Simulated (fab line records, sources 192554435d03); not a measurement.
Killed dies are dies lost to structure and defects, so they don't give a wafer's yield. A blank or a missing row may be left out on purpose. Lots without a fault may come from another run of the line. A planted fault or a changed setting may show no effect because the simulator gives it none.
fab line records | flow n5_finfet
record lots=5 wafers=15 last_day=17
route steps=1938 shown BEOL_M10@1527 BEOL_M11@1536
lots that met no fault: from a run of the same line without faults
start_h: hours from the record's first day to the start of the lot's first wafer shown | wait_h: hours since the lot's step before | " the same as in the row above | L1.1+2: a row that stands for several wafers | - no value, or no start given | * or withheld: withheld | < > ~ a bound
route shown NAME@n: a module of which the file shows steps, and the number in the route of the first | usual: mean/standard deviation of fault-free wafers | same: alike in all rows | chamber/n: place in a boat | sites: the reading at each site | _std_site: their standard deviation | _edge_site: outer sites' mean less inner sites' | radius_mm: how far each site lies from the wafer's centre | mask NAME#n: copy n | behind: the tool/chamber that last shaped the wafer | hold: why the lot was held/for how many hours/how that ended | device: the transistor (n, p or np) that didn't switch | end of line: the same wafers' tests at the end of the route | a step without rows: its recipe alone | killed: dies lost to structure and defects at the first sort, not the wafer's yield | map: a wafer's dies, x killed, . not, _ none there
set.NAME: the setting as run; set.NAME@STEP: as run at that earlier step | model.NAME: the simulator's own value behind a step, which no gauge read
lots at some steps of the route; a table a step, a row a wafer
services: from which hour (start_h, from the record's first day; less than 0 if before it) a tool's chamber was out of use, for how many hours, and why
## steps
# step N5_BEOL_M10_SPUTTER_48
# recipe material=Cu target_thk_a=120 temp_c=-20 bias_v=60 power_w=26000 chamber_pressure_pa=0.13 time_s=2
# usual bias_v=60.0/0.56 chamber_pressure_pa=0.13/0.00023 throttle_valve_pct=29.8/0.96
# columns lot.wafer tool chamber start_h wait_h bias_v chamber_pressure_pa throttle_valve_pct
L074.2 pvd_sputter-02 - 240.73 0.2 60.4 0.12983 30.1
L074.4 " - " " 59.8 0.13021 30.4
L074.5 " - " " 59.3 0.13013 28.8
L084.4 pvd_sputter-02 - 295.50 0.0 59.9 0.13011 29.8
L084.5 " - " " 60.0 0.12983 30.1
L084.6 " - " " 60.2 0.13059 30.0
L086.3 pvd_sputter-02 - 310.92 0.1 59.4 0.12991 30.5
L086.5 " - " " 60.9 0.13002 30.0
L086.6 " - " " 60.9 0.13006 30.1
L088.2 pvd_sputter-03 - 311.70 0.4 60.2 0.12991 31.5
L088.5 " - " " 60.7 0.12981 30.4
L088.6 " - " " 59.7 0.13019 29.7
L097.1 pvd_sputter-01 - 359.91 0.2 59.3 0.12973 30.8
L097.5 " - " " 58.9 0.13003 30.3
L097.6 " - " " 59.9 0.12984 30.3
# step N5_BEOL_M10_ECD_50
# recipe material=Cu target_thk_a=3180
# columns lot.wafer tool chamber start_h wait_h
L074.2+4+5 ecd_cu-01 0,1,0 240.87 0.1
L084.4+5+6 ecd_cu-02 1,0,1 295.65 0.1
L086.3+5+6 ecd_cu-02 1,0,1 311.07 0.1
L088.2+5+6 ecd_cu-02 0,0,1 311.82 0.1
L097.1+5+6 ecd_cu-01 0,1,0 360.09 0.1
# step N5_BEOL_M10_ANNEAL_51
# recipe temp_c=225 time_s=90 ambient=N2
# usual wafer_temp_C_max=225.97/0.25
# columns lot.wafer tool chamber start_h wait_h wafer_temp_C_max
L074.2 rtp_anneal-02 0 241.65 0.8 226.10
L074.4 " 0 " " 226.11
L074.5 " 0 " " 225.71
L084.4 rtp_anneal-01 0 296.03 0.3 225.63
L084.5 " 0 " " 225.55
L084.6 " 0 " " 225.64
L086.3 rtp_anneal-01 0 311.26 0.2 226.32
L086.5 " 0 " " 226.42
L086.6 " 0 " " 225.91
L088.2 rtp_anneal-02 0 312.48 0.6 225.91
L088.5 " 0 " " 226.09
L088.6 " 0 " " 226.45
L097.1 rtp_anneal-01 0 360.38 0.3 225.74
L097.5 " 0 " " 226.24
L097.6 " 0 " " 225.89
# step N5_BEOL_M10_CMP_52
# recipe stop_on=SiCOH_lowk t_overpolish_s=7 down_force_psi=1 platen_rpm=50 clearing_platen_down_force_psi=1.5 clearing_platen_rpm=50 post_cmp_clean=cu_alkaline target_thk_nm=140 clearing_platen_pad_velocity_m_s=0.99484 pad_velocity_m_s=0.99484
# usual barrier_field_endpoint_s=28.7/0.78 edge_zone_pressure_frac=1.000/0.0046 motor_current_A=6.2/0.68 overpolish_run_s=6.999/0.0088 platen_rpm=50.00/0.039 slurry_filter_dp_kPa=13.50/0.13 time_to_endpoint_s=66/3.8
# columns lot.wafer tool chamber start_h wait_h barrier_field_endpoint_s edge_zone_pressure_frac motor_current_A overpolish_run_s platen_rpm slurry_filter_dp_kPa time_to_endpoint_s
L074.2 cmp-02 3 241.90 0.2 28.0 1.002 5.5 7.014 50.00 13.58 70
L074.4 " 0 " " 29.3 1.002 5.6 6.996 49.99 13.66 67
L074.5 " 0 " " 29.4 1.002 5.7 6.997 49.99 13.58 67
L084.4 cmp-04 2 296.33 0.3 28.0 1.001 5.3 7.001 50.01 13.44 61
L084.5 " 1 " " 28.2 1.007 5.9 7.004 49.93 13.35 65
L084.6 " 2 " " 28.2 1.003 5.5 6.989 50.09 13.50 63
L086.3 cmp-04 2 311.51 0.2 28.2 0.998 5.4 6.995 50.01 13.57 61
L086.6 " 1 " " 29.2 0.997 6.1 6.992 50.02 13.54 65
L086.5 " 2 " " 28.3 0.997 5.5 6.988 49.96 13.46 63
L088.2 cmp-03 2 312.82 0.3 28.4 0.997 6.7 6.993 50.04 13.41 66
L088.6 " 0 " " 28.9 0.999 5.3 7.007 50.05 13.54 64
L088.5 " 1 " " 29.0 1.000 7.0 6.998 50.03 13.55 69
L097.1 cmp-03 1 360.71 0.3 29.3 0.992 7.2 6.979 49.97 13.50 67
L097.6 " 0 " " 29.4 0.997 5.3 6.980 50.02 13.35 63
L097.5 " 1 " " 29.2 0.994 6.8 6.998 50.02 13.33 66
# step N5_BEOL_M10_THK_MEAS_53
# recipe thk_meas_gauge=xrf reads=Cu_of_BEOL_M10_ECD_50
# usual M10_THK=142/3.1
# columns lot.wafer tool chamber start_h wait_h M10_THK[nm]
L074.2 film_metro-01 - 242.19 - 144
L074.4 " - " " 139
L074.5 " - " " 143
L084.4 film_metro-01 - 296.59 - 145
L084.5 " - " " 144
L084.6 " - " " 144
L086.3 film_metro-01 - 311.77 - 136
L086.5 " - " " 139
L086.6 " - " " 142
L088.2 film_metro-01 - 313.04 - 144
L088.5 " - " " 141
L088.6 " - " " 143
L097.1 film_metro-01 - 360.97 - 144
L097.5 " - " " 142
L097.6 " - " " 138
# step N5_BEOL_M10_PRE_CLEAN_55
# recipe gas=NH3 time_s=15 temp_c=withheld rf_power_w=300
# columns lot.wafer tool chamber start_h wait_h
L074.2+4+5 pecvd-01 0,0,2 242.23 0.0
L084.4+5+6 pecvd-01 2,0,1 296.64 0.0
L086.3+5+6 pecvd-02 2,2,1 311.80 0.0
L088.2+5+6 pecvd-02 2,2,0 313.07 0.0
L097.1+5+6 pecvd-02 0,0,2 361.01 0.0
# step N5_BEOL_M10_DEP_56
# recipe material=SiCN target_thk_a=150 temp_c=withheld precursor=3MS/NH3 pressure_torr=3 rf_w=202 time_s=26.5
# usual showerhead_plenum_p_Torr=3.665/0.016 throttle_valve_pct=9.2/0.64
# columns lot.wafer tool chamber start_h wait_h showerhead_plenum_p_Torr throttle_valve_pct
L074.2 pecvd-01 0 242.27 0.0 3.678 10.7
L074.4 " 0 " " 3.673 10.8
L074.5 " 2 " " 3.649 9.0
L084.4 pecvd-01 2 296.67 0.0 3.653 9.0
L084.5 " 0 " " 3.675 11.0
L084.6 " 1 " " 3.666 9.3
L086.3 pecvd-02 2 311.83 0.0 3.659 8.8
L086.5 " 2 " " 3.666 9.0
L086.6 " 1 " " 3.638 8.9
L088.2 pecvd-02 2 313.10 0.0 3.656 8.6
L088.5 " 2 " " 3.656 8.9
L088.6 " 0 " " 3.684 9.1
L097.1 pecvd-02 0 361.03 0.0 3.690 9.0
L097.5 " 0 " " 3.693 9.1
L097.6 " 2 " " 3.664 9.1
# step N5_BEOL_M10_RS_MEAS_57
# recipe thk_meas_gauge=four-point-probe reads=Cu_of_BEOL_M10_ECD_50+Co_of_BEOL_M10_CVD_75+TaN_of_BEOL_M10_ALD_74
# usual M10_RS=0.151/0.0035
# columns lot.wafer tool chamber start_h wait_h M10_RS[ohm/sq]
L074.2 film_metro-02 - 242.36 0.1 0.149
L074.4 " - " " 0.154
L074.5 " - " " 0.151
L084.4 film_metro-01 - 296.72 0.0 0.147
L084.5 " - " " 0.149
L084.6 " - " " 0.149
L086.3 film_metro-01 - 311.90 0.1 0.157
L086.5 " - " " 0.154
L086.6 " - " " 0.150
L088.2 film_metro-01 - 313.17 0.1 0.148
L088.5 " - " " 0.151
L088.6 " - " " 0.150
L097.1 film_metro-01 - 361.11 0.1 0.149
L097.5 " - " " 0.152
L097.6 " - " " 0.156
# step N5_BEOL_M10_INSPECT_58
# recipe inspect_instrument=darkfield mode=post_dep
# usual raw_defect_count=70/21
# columns lot.wafer tool chamber start_h wait_h raw_defect_count
L074.2 defect_inspect-01 - 242.39 0.0 56
L074.4 " - " " 69
L074.5 " - " " 39
L084.4 defect_inspect-02 - 296.75 0.0 62
L084.5 " - " " 65
L084.6 " - " " 94
L086.3 defect_inspect-02 - 311.93 0.0 100
L086.5 " - " " 101
L086.6 " - " " 67
L088.2 defect_inspect-02 - 313.20 0.0 95
L088.5 " - " " 69
L088.6 " - " " 73
L097.1 defect_inspect-01 - 361.13 0.0 74
L097.5 " - " " 74
L097.6 " - " " 61
# step N5_BEOL_M11_ILD_DEP_00
# recipe material=SiCOH_lowk target_thk_a=3085.1 temp_c=300 precursor=DEMS/porogen pressure_torr=5 rf_w=500 time_s=58
# usual heater_power_w=303/42 showerhead_plenum_p_Torr=5.738/0.012 throttle_valve_pct=14.3/1
# columns lot.wafer tool chamber start_h wait_h heater_power_w showerhead_plenum_p_Torr throttle_valve_pct
L074.2 pecvd-04 2 242.42 0.0 314 5.740 13.4
L074.4 " 0 " " 318 5.733 14.8
L074.5 " 1 " " 301 5.724 14.0
L084.4 pecvd-03 0 296.81 0.1 338 5.736 14.8
L084.5 " 2 " " 333 5.742 12.4
L084.6 " 1 " " 246 5.731 14.9
L086.3 pecvd-03 1 311.99 0.1 278 5.745 14.9
L086.5 " 2 " " 286 5.730 12.7
L086.6 " 1 " " 289 5.726 14.9
L088.2 pecvd-01 1 313.24 0.0 313 5.731 13.9
L088.5 " 2 " " 194 5.720 14.1
L088.6 " 1 " " 338 5.735 14.1
L097.1 pecvd-04 2 361.17 0.0 288 5.751 13.6
L097.5 " 1 " " 308 5.737 13.9
L097.6 " 2 " " 294 5.747 13.6
# step N5_BEOL_M11_CURE_71
# recipe temp_c=385 time_s=240 ambient=He/Ar material=SiCOH_lowk
# usual lamp_power_pct=52.31/0.057 wafer_temp_C_max=386.8/0.5
# columns lot.wafer tool chamber start_h wait_h lamp_power_pct wafer_temp_C_max
L074.2 uv_cure-02 2 242.58 0.1 52.31 387.5
L074.4 " 2 " " 52.35 387.4
L074.5 " 2 " " 52.42 386.8
L084.4 uv_cure-02 0 297.10 0.3 52.25 386.2
L084.5 " 0 " " 52.36 386.7
L084.6 " 0 " " 52.35 386.1
L086.3 uv_cure-03 0 312.44 0.4 52.30 386.9
L086.5 " 0 " " 52.31 387.0
L086.6 " 0 " " 52.39 387.0
L088.2 uv_cure-01 0 313.42 0.2 52.32 387.0
L088.5 " 0 " " 52.26 387.6
L088.6 " 0 " " 52.35 387.1
L097.1 uv_cure-01 2 361.25 0.0 52.40 387.5
L097.5 " 2 " " 52.37 387.6
L097.6 " 2 " " 52.43 386.6
# step N5_BEOL_M11_THK_MEAS_01
# recipe reads=SiCOH_lowk_of_BEOL_M11_ILD_DEP_00
# usual M11_ILD_THK=268/3.3
# columns lot.wafer tool chamber start_h wait_h M11_ILD_THK[nm]
L074.2 film_metro-02 - 243.01 0.4 266
L074.4 " - " " 269
L074.5 " - " " 270
L084.4 film_metro-01 - 297.38 0.2 267
L084.5 " - " " 268
L084.6 " - " " 268
L086.3 film_metro-02 - 312.79 0.3 266
L086.5 " - " " 267
L086.6 " - " " 266
L088.2 film_metro-01 - 313.86 0.4 265
L088.5 " - " " 267
L088.6 " - " " 269
L097.1 film_metro-02 - 361.76 0.4 271
L097.5 " - " " 271
L097.6 " - " " 275
# step N5_BEOL_M11_PECVD_70
# recipe material=SiO2 target_thk_a=200 temp_c=400 precursor=TEOS/O2 pressure_torr=5.5 rf_w=450 teos_flow_sccm=53.8 gas=O2 flow_sccm=3000 time_s=22.7
# usual heater_power_w=710/100 showerhead_plenum_p_Torr=8.77/0.054 throttle_valve_pct=23.4/1.9
# columns lot.wafer tool chamber start_h wait_h heater_power_w showerhead_plenum_p_Torr throttle_valve_pct
L074.2 pecvd-03 2 243.05 0.0 731 8.82 20.1
L074.4 " 0 " " 808 8.76 23.6
L074.5 " 1 " " 656 8.79 24.2
L084.4 pecvd-01 1 297.43 0.1 826 8.77 22.5
L084.5 " 0 " " 868 8.81 26.4
L084.6 " 2 " " 532 8.67 22.7
L086.3 pecvd-04 1 312.83 0.0 747 8.72 22.5
L086.5 " 1 " " 727 8.73 22.5
L086.6 " 2 " " 625 8.81 21.7
L088.2 pecvd-01 2 313.89 0.0 599 8.69 23.1
L088.5 " 2 " " 613 8.69 22.7
L088.6 " 1 " " 842 8.80 22.6
L097.1 pecvd-01 0 361.80 0.0 854 8.82 26.7
L097.5 " 0 " " 866 8.84 26.8
L097.6 " 1 " " 812 8.77 22.7
# step N5_BEOL_M11_HM_DEP_02
# recipe material=TiN target_thk_a=200 temp_c=25 chamber_pressure_pa=0.49996
# usual chamber_pressure_pa=0.5000/0.0009 throttle_valve_pct=29.9/0.83
# columns lot.wafer tool chamber start_h wait_h chamber_pressure_pa throttle_valve_pct
L074.2 pvd_sputter-03 - 244.27 1.2 0.4992 29.8
L074.4 " - " " 0.5004 31.7
L074.5 " - " " 0.4987 29.4
L084.4 pvd_sputter-02 - 298.33 0.9 0.5010 30.3
L084.5 " - " " 0.5001 30.0
L084.6 " - " " 0.5004 30.5
L086.3 pvd_sputter-01 - 315.12 2.3 0.5004 30.7
L086.5 " - " " 0.5003 30.0
L086.6 " - " " 0.4990 27.6
L088.2 pvd_sputter-01 - 315.32 1.4 0.4988 30.4
L088.5 " - " " 0.4992 30.2
L088.6 " - " " 0.4994 27.5
L097.1 pvd_sputter-02 - 363.59 1.8 0.5000 29.9
L097.5 " - " " 0.5002 30.1
L097.6 " - " " 0.5003 29.7
# step N5_BEOL_M11_COAT_59
# recipe resist=SOC temp_c=250 time_s=60 spin_rpm=1500 resist_thk_nm=100
# usual plate_temp_C=249.98/0.17
# columns lot.wafer tool chamber start_h wait_h plate_temp_C
L074.2 litho_track-01 0 244.40 0.1 249.71
L074.4 " 0 " " 250.08
L074.5 " 0 " " 249.96
L084.4 litho_track-05 0 298.46 0.1 249.88
L084.5 " 0 " " 249.94
L084.6 " 0 " " 249.85
L086.3 litho_track-03 0 315.24 0.1 250.16
L086.5 " 0 " " 249.95
L086.6 " 0 " " 250.02
L088.2 litho_track-05 0 315.44 0.1 250.19
L088.5 " 0 " " 249.92
L088.6 " 0 " " 249.99
L097.1 litho_track-01 0 363.72 0.1 250.01
L097.5 " 0 " " 249.84
L097.6 " 0 " " 249.73
# step N5_BEOL_M11_COAT_60
# recipe resist=SiARC temp_c=220 time_s=60 spin_rpm=1500 resist_thk_nm=30
# usual plate_temp_C=220.03/0.16
# columns lot.wafer tool chamber start_h wait_h plate_temp_C
L074.2 litho_track-01 0 - - 220.16
L074.4 " 0 " " 220.23
L074.5 " 0 " " 219.85
L084.4 litho_track-05 0 - - 220.01
L084.5 " 0 " " 220.08
L084.6 " 0 " " 219.92
L086.3 litho_track-03 0 - - 220.28
L086.5 " 0 " " 220.28
L086.6 " 0 " " 220.17
L088.2 litho_track-05 0 - - 220.09
L088.5 " 0 " " 220.30
L088.6 " 0 " " 220.00
L097.1 litho_track-01 0 - - 220.13
L097.5 " 0 " " 220.29
L097.6 " 0 " " 219.87
# step N5_BEOL_M11_COAT_05
# recipe resist=CAR-ArF spin_rpm=1500 resist_thk_nm=90
# columns lot.wafer tool chamber start_h wait_h
L074.2+4+5 litho_track-01 0 - -
L084.4+5+6 litho_track-05 0 - -
L086.3+5+6 litho_track-03 0 - -
L088.2+5+6 litho_track-05 0 - -
L097.1+5+6 litho_track-01 0 - -
# step N5_BEOL_M11_EBR_07
# recipe solvent=PGMEA ebr_width_mm=1.5
# same ebr_width_mm=1.5
# columns lot.wafer tool chamber start_h wait_h
L074.2+4+5 litho_track-01 0 - -
L084.4+5+6 litho_track-05 0 - -
L086.3+5+6 litho_track-03 0 - -
L088.2+5+6 litho_track-05 0 - -
L097.1+5+6 litho_track-01 0 - -
# step N5_BEOL_M11_SOFTBAKE_06
# recipe temp_c=110 time_s=60 resist=CAR-ArF
# usual plate_temp_C=109.99/0.14
# columns lot.wafer tool chamber start_h wait_h plate_temp_C
L074.2 litho_track-01 0 - - 109.95
L074.4 " 0 " " 110.06
L074.5 " 0 " " 110.13
L084.4 litho_track-05 0 - - 110.07
L084.5 " 0 " " 110.17
L084.6 " 0 " " 110.16
L086.3 litho_track-03 0 - - 110.10
L086.5 " 0 " " 110.03
L086.6 " 0 " " 109.82
L088.2 litho_track-05 0 - - 110.06
L088.5 " 0 " " 109.89
L088.6 " 0 " " 109.98
L097.1 litho_track-01 0 - - 109.93
L097.5 " 0 " " 109.91
L097.6 " 0 " " 109.82
# step N5_BEOL_M11_EXPOSE_08
# recipe mask_id=M11 na=1.35 source_shape=dipole sigma_inner=0.411 sigma_outer=0.611 polarization=te dose_mj=53.75
# usual focus_offset_nm=0.0/0.51
# columns lot.wafer tool chamber start_h wait_h mask focus_offset_nm
L074.2 arfi_scanner-03 0 244.64 - M11#0 0.5
L074.4 " 0 " " M11#0 0.3
L074.5 " 0 " " M11#0 0.9
L084.4 arfi_scanner-02 0 298.59 - M11#0 -0.3
L084.5 " 0 " " M11#0 -0.5
L084.6 " 0 " " M11#0 0.4
L086.3 arfi_scanner-01 0 315.50 - M11#0 0.5
L086.5 " 0 " " M11#0 0.2
L086.6 " 0 " " M11#0 0.1
L088.2 arfi_scanner-01 0 315.57 - M11#0 0.6
L088.5 " 0 " " M11#0 0.3
L088.6 " 0 " " M11#0 0.5
L097.1 arfi_scanner-01 0 363.96 - M11#0 -1.2
L097.5 " 0 " " M11#0 -0.1
L097.6 " 0 " " M11#0 -0.5
# step N5_BEOL_M11_PEB_09
# recipe peb_temp_c=withheld peb_time_s=60 resist=CAR-ArF
# same peb_time_s=60
# columns lot.wafer tool chamber start_h wait_h
L074.2+4+5 litho_track-01 0 244.70 0.0
L084.4+5+6 litho_track-01 0 298.64 0.0
L086.3+5+6 litho_track-05 0 315.55 0.0
L088.2+5+6 litho_track-05 0 315.62 0.0
L097.1+5+6 litho_track-03 0 364.02 0.1
# step N5_BEOL_M11_DEVELOP_10
# recipe develop_time_s=30 developer=TMAH resist=CAR-ArF rinse_liquid=diw dry=air_spin dev_temp_c=23
# columns lot.wafer tool chamber start_h wait_h
L074.2+4+5 litho_track-01 0 - -
L084.4+5+6 litho_track-01 0 - -
L086.3+5+6 litho_track-05 0 - -
L088.2+5+6 litho_track-05 0 - -
L097.1+5+6 litho_track-03 0 - -
# step N5_BEOL_M11_CD_MEAS_11
# recipe target_cd_nm=64.1 landing_energy_ev=500 detector=se_inlens polarity=opening
# usual cd_nm=64.2/0.57
# columns lot.wafer tool chamber start_h wait_h cd_nm
L074.2 cd_sem-02 0 244.77 - 64.4
L074.4 " 0 " " 64.8
L074.5 " 0 " " 63.7
L084.4 cd_sem-02 0 298.71 - 64.3
L084.5 " 0 " " 64.6
L084.6 " 0 " " 64.2
L086.3 cd_sem-01 0 315.61 - 63.3
L086.5 " 0 " " 63.6
L086.6 " 0 " " 64.4
L088.2 cd_sem-02 0 315.69 - 63.8
L088.5 " 0 " " 65.0
L088.6 " 0 " " 64.1
L097.1 cd_sem-03 0 364.09 - 64.1
L097.5 " 0 " " 64.5
L097.6 " 0 " " 64.1
# step N5_BEOL_M11_OVL_MEAS_12
# recipe points_per_wafer=44
# usual M11_OVL=-0.2/0.69
# columns lot.wafer tool chamber start_h wait_h M11_OVL[nm]
L074.2 overlay-01 0 244.79 0.0 0.3
L074.4 " 0 " " -0.7
L074.5 " 0 " " 0.8
L084.4 overlay-01 0 298.73 0.0 0.6
L084.5 " 0 " " -0.9
L084.6 " 0 " " -0.2
L086.3 overlay-01 0 315.64 0.0 0.3
L086.5 " 0 " " 0.5
L086.6 " 0 " " 0.0
L088.2 overlay-02 0 315.72 0.0 -0.1
L088.5 " 0 " " 0.1
L088.6 " 0 " " 0.2
L097.1 overlay-01 0 364.12 0.0 -0.9
L097.5 " 0 " " -0.4
L097.6 " 0 " " 0.2
# step N5_BEOL_M11_INSPECT_13
# recipe mode=adi inspect_instrument=brightfield
# usual raw_defect_count=409/89
# columns lot.wafer tool chamber start_h wait_h raw_defect_count
L074.2 defect_inspect-02 - 244.82 0.0 453
L074.4 " - " " 403
L074.5 " - " " 288
L084.4 defect_inspect-02 - 298.76 0.0 343
L084.5 " - " " 542
L084.6 " - " " 464
L086.3 defect_inspect-02 - 315.67 0.0 566
L086.5 " - " " 585
L086.6 " - " " 412
L088.2 defect_inspect-02 - 315.74 0.0 490
L088.5 " - " " 412
L088.6 " - " " 723
L097.1 defect_inspect-02 - 364.14 0.0 472
L097.5 " - " " 514
L097.6 " - " " 473
# step N5_BEOL_M11_DESCUM_16
# recipe chemistry=O2 time_s=7.9 source_power_w=50 bias_power_w=20 pressure_mtorr=20 rf_frequency_hz=2.712e+07 temp_c=40 resist=CAR-ArF o2_flow_sccm=225
# usual bias_power_w=20.00/0.055 chamber_pressure_mTorr=19.999/0.017 drypump_motor_current_A=5.8/0.42 oes_product_au=0.78/0.083 rf_vpp_V=242.8/1.1 showerhead_plenum_p_Torr=2.06/0.05 throttle_valve_pct=20.47/0.24
# columns lot.wafer tool chamber start_h wait_h bias_power_w chamber_pressure_mTorr drypump_motor_current_A oes_product_au rf_hours_counter_h rf_vpp_V showerhead_plenum_p_Torr throttle_valve_pct
L074.2 rie_diel-06 1 245.05 0.2 20.03 19.985 5.5 0.73 182 243.6 2.09 20.08
L074.4 " 3 " " 19.93 20.015 5.2 0.71 222 244.2 2.15 20.68
L074.5 " 2 " " 20.01 20.018 6.2 0.71 - 242.9 2.08 20.92
L084.4 rie_diel-01 3 298.90 0.1 20.00 20.013 6.2 0.73 181 243.1 2.01 20.52
L084.5 " 0 " " 20.08 19.995 6.3 0.88 - 242.1 2.04 20.08
L084.6 " 3 " " 19.95 20.004 6.2 0.72 - 241.3 2.01 20.52
L086.3 rie_diel-06 3 315.70 0.0 19.98 20.014 5.2 0.70 239 244.9 2.14 20.69
L086.5 " 1 " " 19.98 20.007 5.5 0.70 - 242.3 2.08 20.11
L086.6 " 2 " " 20.02 19.965 6.2 0.69 - 241.7 2.08 20.94
L088.2 rie_diel-02 2 315.77 0.0 19.99 20.014 6.0 0.69 213 243.6 2.14 20.65
L088.5 " 2 " " 19.99 20.000 6.0 0.69 - 244.3 2.14 20.66
L088.6 " 0 " " 20.03 20.012 5.0 0.82 - 242.7 2.02 20.39
L097.1 rie_diel-02 3 364.30 0.2 20.02 20.017 6.3 0.77 132 242.9 2.09 20.48
L097.5 " 1 " " 20.06 20.027 5.8 0.89 - 242.2 2.02 20.61
L097.6 " 2 " " 20.05 20.000 6.0 0.67 - 244.6 2.14 20.68
# step N5_BEOL_M11_ETCH_61
# recipe chemistry=CF4 target=SiARC target_depth_a=390 mask_material=CAR-ArF time_s=65 ion_energy_ev=80 pressure_mtorr=40 source_w=545 bias_w=36 Ar_flow_sccm=100 cf4_flow_sccm=100 ends=cleared
# usual bias_w=36.01/0.11 chamber_pressure_mTorr=40.00/0.039 drypump_motor_current_A=5.8/0.42 etch_rf_on_time_s=65.0/1.3 mfc_ar_sccm=99.9/0.31 oes_product_au=0.67/0.067 rf_vpp_V=183.7/1 showerhead_plenum_p_Torr=2.11/0.048 throttle_valve_pct=15.65/0.24
# columns lot.wafer tool chamber start_h wait_h bias_w chamber_pressure_mTorr drypump_motor_current_A etch_rf_on_time_s mfc_ar_sccm oes_product_au rf_hours_counter_h rf_vpp_V showerhead_plenum_p_Torr throttle_valve_pct
L074.2 rie_diel-06 1 245.08 0.0 36.12 39.92 5.5 64.8 100.2 0.62 182 183.8 2.13 15.31
L074.4 " 3 " " 35.90 39.92 5.2 63.8 100.4 0.62 222 186.3 2.21 15.91
L074.5 " 2 " " 35.94 39.97 6.2 63.1 99.6 0.61 - 184.4 2.13 16.02
L084.4 rie_diel-01 3 298.94 0.0 35.91 39.96 6.2 65.4 100.4 0.63 181 182.9 2.04 15.58
L084.5 " 0 " " 35.83 39.98 6.3 63.2 99.3 0.76 - 185.3 2.08 15.23
L084.6 " 3 " " 36.03 40.03 6.2 66.1 100.4 0.63 - 183.7 2.04 15.58
L086.3 rie_diel-06 3 315.73 0.0 36.14 39.96 5.2 63.9 100.4 0.60 239 184.5 2.20 15.95
L086.5 " 1 " " 35.96 39.99 5.5 65.2 100.6 0.61 - 183.6 2.12 15.32
L086.6 " 2 " " 36.05 40.01 6.2 63.6 100.1 0.60 - 182.9 2.12 16.05
L088.2 rie_diel-02 2 315.81 0.0 35.94 40.05 6.0 67.5 100.0 0.59 213 182.8 2.19 15.98
L088.5 " 2 " " 35.96 40.05 6.0 67.1 100.2 0.58 - 183.0 2.19 15.98
L088.6 " 0 " " 36.01 39.98 5.0 64.2 99.6 0.70 - 181.7 2.08 15.56
L097.1 rie_diel-02 3 364.33 0.0 36.14 39.95 6.3 64.0 100.1 0.67 132 184.7 2.14 15.72
L097.5 " 1 " " 36.06 40.06 5.8 65.4 100.1 0.75 - 183.1 2.09 15.81
L097.6 " 2 " " 36.18 40.04 6.0 67.6 100.3 0.58 - 184.6 2.19 15.99
# step N5_BEOL_M11_ETCH_62
# recipe chemistry=N2/H2 target=SOC target_depth_a=1100 overetch_a=220 mask_material=SiARC temp_c=40 time_s=165 ion_energy_ev=200 pressure_mtorr=30 source_w=840 bias_w=150 n2_flow_sccm=200 h2_flow_sccm=200
# usual bias_w=150.0/0.42 chamber_pressure_mTorr=29.994/0.028 drypump_motor_current_A=5.8/0.42 oes_product_au=0.66/0.064 rf_vpp_V=522.7/1.9 showerhead_plenum_p_Torr=2.50/0.064 throttle_valve_pct=17.85/0.28
# columns lot.wafer tool chamber start_h wait_h bias_w chamber_pressure_mTorr drypump_motor_current_A oes_product_au rf_hours_counter_h rf_vpp_V showerhead_plenum_p_Torr throttle_valve_pct
L074.2 rie_diel-06 1 245.13 0.0 149.6 29.974 5.5 0.61 182 523.0 2.54 17.47
L074.4 " 3 " " 150.1 29.999 5.3 0.61 222 525.0 2.62 18.13
L074.5 " 2 " " 150.6 29.980 6.2 0.60 - 522.2 2.50 18.13
L084.4 rie_diel-01 3 298.99 0.0 150.1 30.030 6.2 0.63 181 520.6 2.42 17.75
L084.5 " 0 " " 149.9 29.997 6.4 0.74 - 522.3 2.47 17.37
L084.6 " 3 " " 149.6 29.947 6.2 0.63 - 521.0 2.42 17.74
L086.3 rie_diel-06 3 315.78 0.0 150.3 30.013 5.2 0.60 239 524.4 2.61 18.15
L086.5 " 1 " " 149.8 29.958 5.5 0.61 - 521.8 2.53 17.48
L086.6 " 2 " " 149.9 29.979 6.2 0.59 - 522.3 2.50 18.15
L088.2 rie_diel-02 2 315.86 0.0 149.8 30.019 6.0 0.59 213 527.6 2.61 18.08
L088.5 " 2 " " 149.5 29.996 6.0 0.59 - 526.9 2.61 18.11
L088.6 " 0 " " 149.2 29.988 5.0 0.69 - 522.7 2.46 17.77
L097.1 rie_diel-02 3 364.38 0.0 149.4 30.022 6.3 0.65 132 524.0 2.55 18.02
L097.5 " 1 " " 150.2 30.055 5.8 0.75 - 523.5 2.48 18.17
L097.6 " 2 " " 150.0 30.001 6.0 0.58 - 527.2 2.61 18.13
# step N5_BEOL_M11_STRIP_68
# recipe chemistry=N2/H2 temp_c=40 n2_flow_sccm=200 h2_flow_sccm=200 rf_frequency_hz=6e+07
# columns lot.wafer tool chamber start_h wait_h
L074.2+4+5 rie_diel-06 1,3,2 245.27 0.1
L084.4+5+6 rie_diel-01 3,0,3 299.12 0.1
L086.3+5+6 rie_diel-06 3,1,2 315.92 0.1
L088.2+5+6 rie_diel-02 2,2,0 316.00 0.1
L097.1+5+6 rie_diel-02 3,1,2 364.52 0.1
## services
# columns tool chamber start_h hours kind
ecd_cu-02 - 217.27 0.6 repair
uv_cure-01 - 222.44 1.0 repair
cmp-03 - 223.88 5.6 pm
pecvd-01 1 235.83 46.6 repair
arfi_scanner-01 - 236.32 1.0 pm
pecvd-02 - 241.27 0.6 repair
rie_diel-02 0 242.88 8.6 repair
rie_diel-06 - 246.07 0.3 repair
arfi_scanner-01 - 251.01 1.3 pm
pecvd-01 - 271.40 0.5 repair
pecvd-01 2 273.42 4.2 repair
pecvd-04 1 273.54 5.3 repair
pvd_sputter-02 - 281.96 0.5 repair
rie_diel-06 - 291.33 15.6 pm
arfi_scanner-01 - 302.11 5.1 repair
ecd_cu-02 - 302.70 0.9 repair
rie_diel-02 3 315.13 4.7 repair
arfi_scanner-01 - 316.29 6.0 repair
pecvd-01 - 334.06 2.8 pm
rie_diel-02 0 339.01 2.1 repair
pecvd-02 - 346.37 2.8 pm
rie_diel-01 1 348.30 14.7 repair
arfi_scanner-01 - 350.41 0.8 pm
rie_diel-02 0 361.56 5.1 repair
## key
fault none
